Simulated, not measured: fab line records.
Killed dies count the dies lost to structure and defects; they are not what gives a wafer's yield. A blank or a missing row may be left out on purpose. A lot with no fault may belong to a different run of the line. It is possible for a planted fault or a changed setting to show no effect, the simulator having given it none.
A struck lot beside a sound one    flow nand_harc    14 steps out of a route of 1302
Sound: the wafers L393.1, L393.2, L393.6. The struck wafers were L379.1, L379.2, L379.3. Last of all comes the cause.
Each step with rows lists, per side, the tool, then ch with its chambers, then its first start. Under that, the readings that differ: sound wafers    struck wafers    difference of the means    sigmas: that difference in standard deviations of wafers without a fault.
alike: readings whose means differ by less than 2 such deviations, and words and numbers that are the same on both sides. not compared: withheld readings, readings that some wafer has no value for, bounds like >300 that may hide the same value, and numbers for which the record gives no deviation and whose values overlap.
A row with sigmas, a row that says differs or no value, or rows on one side alone: a step with any of these is where the two part. Numbers that don't overlap but have no deviation are shown without sigmas and don't part them. Lack of a reading on every wafer of one side parts them only where that side has two or more wafers.

NHARC_P_GATE_STRIP_95: strips in O2.
  sound on plasma_asher-01 ch 0,1, day 15 08:23; struck on plasma_asher-01 ch 0,1, day 9 03:46
  alike: drypump_motor_current_A, heater_power_w
  not compared: rf_hours_counter_h
then, 1 step without rows for these wafers: NHARC_P_GATE_STRIP_96 (strips in SPM, time 900 s).
NHARC_P_GATE_RTA_64: time 1 s.
  sound on rtp_anneal-02 ch 0, day 15 08:57; struck on rtp_anneal-01 ch 0, day 9 04:19
  alike: anneal_temp_c_max, lamp_power_pct, wafer_temp_C_max
then, 1 step without rows for these wafers: NHARC_P_GATE_ETCH_77 (etches SiO2 in dHF, target depth 6 nm).
NHARC_P_GATE_DEGAS_109: time 60 s.
  sound on pvd_sputter-02 at day 15 09:16; struck on pvd_sputter-01 at day 9 04:38
  alike: heater_power_w
then, 5 steps without rows for these wafers: NHARC_P_GATE_PRE_CLEAN_110 (time 30 s); NHARC_P_GATE_SPUTTER_78 (material Ni, target thk 10 nm); NHARC_P_GATE_SPUTTER_79 (material TiN, target thk 10 nm); NHARC_P_GATE_RTA_80 (time 30 s); NHARC_P_GATE_STRIP_67 (strips in SPM, time 600 s).
NHARC_P_GATE_RTA_82: time 30 s.
  sound on rtp_anneal-02 ch 0, day 15 10:01; struck on rtp_anneal-01 ch 0, day 9 05:26
reading             sound           struck          difference  sigmas
lamp_power_pct (%)  3.65 3.65 3.65  3.88 3.88 3.88  +0.23       +2
  alike: anneal_temp_c_max, wafer_temp_C_max
NHARC_P_GATE_INSPECT_68:
  sound on defect_inspect-01 at day 15 10:13; struck on defect_inspect-02 at day 9 05:38
  alike: raw_defect_count
NHARC_P_CONTACT_DEP_30: deposits SiNx, target thk 30 nm.
  sound on pecvd-04 ch 0,1,2, day 15 10:17; struck on pecvd-02 ch 0,1,2, day 9 06:10
  alike: heater_power_w
NHARC_P_CONTACT_DEP_00: deposits SiO2, target thk 500 nm.
  sound on pecvd-04 ch 0,1,2; struck on pecvd-02 ch 0,1,2
  alike: heater_power_w, throttle_valve_pct

## WHERE THEY PART
Only at NHARC_P_GATE_RTA_82, within this record. Later steps at which nothing parts them and some readings are alike: NHARC_P_GATE_INSPECT_68, NHARC_P_CONTACT_DEP_30, NHARC_P_CONTACT_DEP_00.

WHY: whatever the simulator had introduced
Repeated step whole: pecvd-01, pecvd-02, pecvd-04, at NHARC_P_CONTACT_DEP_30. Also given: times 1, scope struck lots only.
